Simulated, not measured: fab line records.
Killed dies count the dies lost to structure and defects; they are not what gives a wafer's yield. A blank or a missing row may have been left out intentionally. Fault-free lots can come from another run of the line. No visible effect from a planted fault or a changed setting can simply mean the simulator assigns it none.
Struck lot and sound lot, side by side ; flow n5_finfet ; 35 steps out of a route of 1938
Sound: the wafers L528.1, L528.3, L528.6. The struck wafers were L536.2, L536.5, L536.6. At the end, the cause is stated.
At each step with rows: each side's tool, then ch and its chambers, then its first start. Under that, the readings that differ: sound wafers ; struck wafers ; difference of the means ; sigmas: that difference in standard deviations of wafers without a fault.
alike: same words and numbers on both sides, and readings whose means sit less than 2 such deviations apart. not compared: any withheld reading, any reading some wafer has no value for, any bound like >300 that may hide the same value, and any number with overlapping values for which the record gives no deviation.
A row with sigmas, a row that says differs or no value, or rows on one side alone: a step with any of these is where the two part. Non-overlapping numbers with no deviation appear without sigmas and do not part them. Lack of a reading on every wafer of one side parts them only where that side has two or more wafers.

first, 9 steps without rows for these wafers: N5_BEOL_M1_ILD_DEP_00 (deposits SiOC from DEMS/O2, target thk 79 nm, time 15.3 s); N5_BEOL_M1_PECVD_72 (deposits SiO2 from TEOS/O2, target thk 16 nm, time 18 s); N5_BEOL_M1_HM_DEP_02 (deposits TiN, target thk 20 nm); N5_BEOL_M1_COAT_61 (time 60 s, resist thk 60 nm); N5_BEOL_M1_COAT_62 (time 60 s, resist thk 12 nm); N5_BEOL_M1_COAT_73 (time 60 s, resist thk 5 nm); N5_BEOL_M1_COAT_05 (resist thk 30 nm); N5_BEOL_M1_EBR_07; N5_BEOL_M1_SOFTBAKE_06 (time 60 s).
N5_BEOL_M1_EXPOSE_08: exposes mask M1.
  sound on euv_scanner-02 ch 0, day 8 08:49; struck on euv_scanner-02 ch 0, day 10 02:38
reading;sound;struck;difference;sigmas
model.BEOL_M1.overlay_x_nm (nm);0.4 0.4 0.4;7.8 7.8 7.8;+7.4;
  alike: mask, exposure_dose_mJ_cm2, stage_msd_nm
then, 2 steps without rows for these wafers: N5_BEOL_M1_PEB_09 (peb time 60 s); N5_BEOL_M1_DEVELOP_10 (develop time 30 s).
N5_BEOL_M1_OVL_MEAS_12:
  sound on overlay-01 ch 0, day 8 08:58; struck on overlay-01 ch 0, day 10 02:48
reading;sound;struck;difference;sigmas
M1_OVL (nm);0.8 0.5 0.0;7.8 8.1 6.7;+7.1;+12
then, 20 steps without rows for these wafers: N5_BEOL_M1_DESCUM_16 (chemistry O2, time 7 s); N5_BEOL_M1_ETCH_74 (etches underlayer in N2/H2, target depth 6.5 nm, time 5.2 s); N5_BEOL_M1_ETCH_63 (etches SiARC in CF4, target depth 15.6 nm, time 26 s); N5_BEOL_M1_ETCH_64 (etches SOC in N2/H2, target depth 75 nm, overetch 15 nm, time 112.5 s); N5_BEOL_M1_STRIP_65 (strips in N2/H2); N5_BEOL_M1_STRIP_75 (strips in N2/H2); N5_BEOL_M1_STRIP_66 (strips in CF4); N5_BEOL_M1_HM_OPEN_17 (chemistry Cl2/BCl3, target TiN, target depth 20 nm, overetch 6 nm); N5_BEOL_M1_STRIP_19 (strips in O2); N5_BEOL_M1_COAT_67 (time 60 s, resist thk 60 nm); N5_BEOL_M1_COAT_68 (time 60 s, resist thk 12 nm); N5_BEOL_M1_COAT_76 (time 60 s, resist thk 5 nm); N5_BEOL_M1_COAT_22 (resist thk 30 nm); N5_BEOL_M1_EBR_24; N5_BEOL_M1_SOFTBAKE_23 (time 60 s); N5_BEOL_M1_EXPOSE_25 (exposes mask V0, defocus 5 nm, target cd 24 nm); N5_BEOL_M1_PEB_26 (peb time 60 s); N5_BEOL_M1_DEVELOP_27 (develop time 30 s); N5_BEOL_M1_DESCUM_33 (chemistry O2, time 7 s); N5_BEOL_M1_ETCH_77 (etches underlayer in N2/H2, target depth 6.5 nm, time 5.2 s).
N5_BEOL_M4_RC_MEAS_101:
  sound on prober-02 ch 0, day 10 09:14; struck on prober-02 ch 0, day 11 20:04
  alike: DIBL_N, DIBL_P, IOFF_N, IOFF_P, ION_N, ION_P, SS_N, SS_P, VT_N, VT_P
-- a jump in the record: the struck wafers' starts before and after are 4 days apart (it breaks off in module BEOL_M4 and resumes in module PASSIVATION, where the first step shown is number 1936 of the route) --
N5_PASSIVATION_PROBE_49:
  only the struck wafers here have rows in the record (prober-01, day 16 04:46); the sound ones have none

== WHERE THEY PART ==
Last at N5_PASSIVATION_PROBE_49 as far as this record goes, first at N5_BEOL_M1_OVL_MEAS_12.

WHY: whatever the simulator had introduced
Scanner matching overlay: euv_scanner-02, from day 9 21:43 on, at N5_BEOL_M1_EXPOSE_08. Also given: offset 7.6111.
